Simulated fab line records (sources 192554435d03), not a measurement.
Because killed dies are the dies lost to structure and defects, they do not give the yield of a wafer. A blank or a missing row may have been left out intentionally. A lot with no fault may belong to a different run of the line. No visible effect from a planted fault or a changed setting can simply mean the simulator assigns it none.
2 desks looking at one fault | flow n5-finfet | each desk holds nothing but its own numbers, with what lay behind them at the end

== THE TOOL OWNER'S DESK: cvd-co-01 ==
The tool's own readings at N5_BEOL_M3_CVD_47 (deposits Co from CCTBA/H2, target thk 3 nm, time 223.8 s): means of the sampled wafers that have a number, for each lot that ran on this tool. Marked OUT: a lot whose mean sits more than 4 standard deviations from the usual mean, which makes it out of limits; the brackets give that distance.
Columns: A = run-length-s at N5_BEOL_M3_CVD_47, usual 246.3 s
lot  | first seen here | A
L534 | day 7 17:35     | 246.2
L536 | day 8 05:04     | 246.2
L537 | day 8 09:26     | 246.2
L543 | day 10 00:28    | 245.9
L544 | day 10 07:48    | 246.4
L546 | day 10 18:29    | 246.7
L550 | day 11 11:00    | 247.2
L551 | day 11 17:38    | 247.1
This desk found nothing out of limits on any of the 8 lots.

== THE METROLOGY DESK ==
Lot by lot, what the gauges showed, no matter which tool ran the lot: averages of those sampled wafers that carry a number. Marked OUT: a lot whose mean sits more than 4 standard deviations from the usual mean, which makes it out of limits; the brackets give that distance. 7 of its 10 readings are shown, namely those furthest out on some lot.
Columns: A = DIBL_P at N5_BEOL_M4_RC_MEAS_101, usual 37.4 mV/V; B = IOFF_N at N5_BEOL_M4_RC_MEAS_101, usual 0.18 nA/um; C = IOFF_P at N5_BEOL_M4_RC_MEAS_101, usual 0.23 nA/um; D = ION_P at N5_BEOL_M4_RC_MEAS_101, usual 467 uA/um; E = SS_N at N5_BEOL_M4_RC_MEAS_101, usual 71.7 mV/dec; F = SS_P at N5_BEOL_M4_RC_MEAS_101, usual 73.5 mV/dec; G = VT_N at N5_BEOL_M4_RC_MEAS_101, usual 249 mV
lot  | first seen here | A    | B    | C    | D   | E    | F    | G
L534 | day 8 05:15     | 39.1 | 0.18 | 0.23 | 465 | 72.1 | 73.8 | 249
L533 | day 8 08:13     | 36.5 | 0.17 | 0.21 | 472 | 71.4 | 73.2 | 249
L535 | day 8 13:13     | 40.8 | 0.23 | 0.30 | 469 | 72.6 | 74.4 | 247
L536 | day 8 22:30     | 33.9 | 0.13 | 0.16 | 452 | 71.3 | 72.4 | 253
L537 | day 9 03:58     | 39.3 | 0.18 | 0.25 | 473 | 71.9 | 74.2 | 251
L543 | day 10 11:44    | 37.7 | 0.18 | 0.22 | 462 | 71.9 | 72.8 | 248
L544 | day 10 19:13    | 34.9 | 0.14 | 0.20 | 476 | 70.5 | 73.0 | 250
L546 | day 11 11:25    | 40.0 | 0.23 | 0.28 | 476 | 72.4 | 73.9 | 243
L550 | day 12 02:56    | 36.3 | 0.17 | 0.22 | 470 | 71.9 | 73.5 | 250
L551 | day 12 14:08    | 40.6 | 0.25 | 0.32 | 478 | 72.7 | 74.6 | 243
This desk found nothing out of limits on any of the 10 lots.

== BROUGHT TOGETHER ==
The tool owner's desk saw nothing out of limits.
The metrology desk saw nothing out of limits.

== WHAT THE SIMULATOR HAD INSERTED ==
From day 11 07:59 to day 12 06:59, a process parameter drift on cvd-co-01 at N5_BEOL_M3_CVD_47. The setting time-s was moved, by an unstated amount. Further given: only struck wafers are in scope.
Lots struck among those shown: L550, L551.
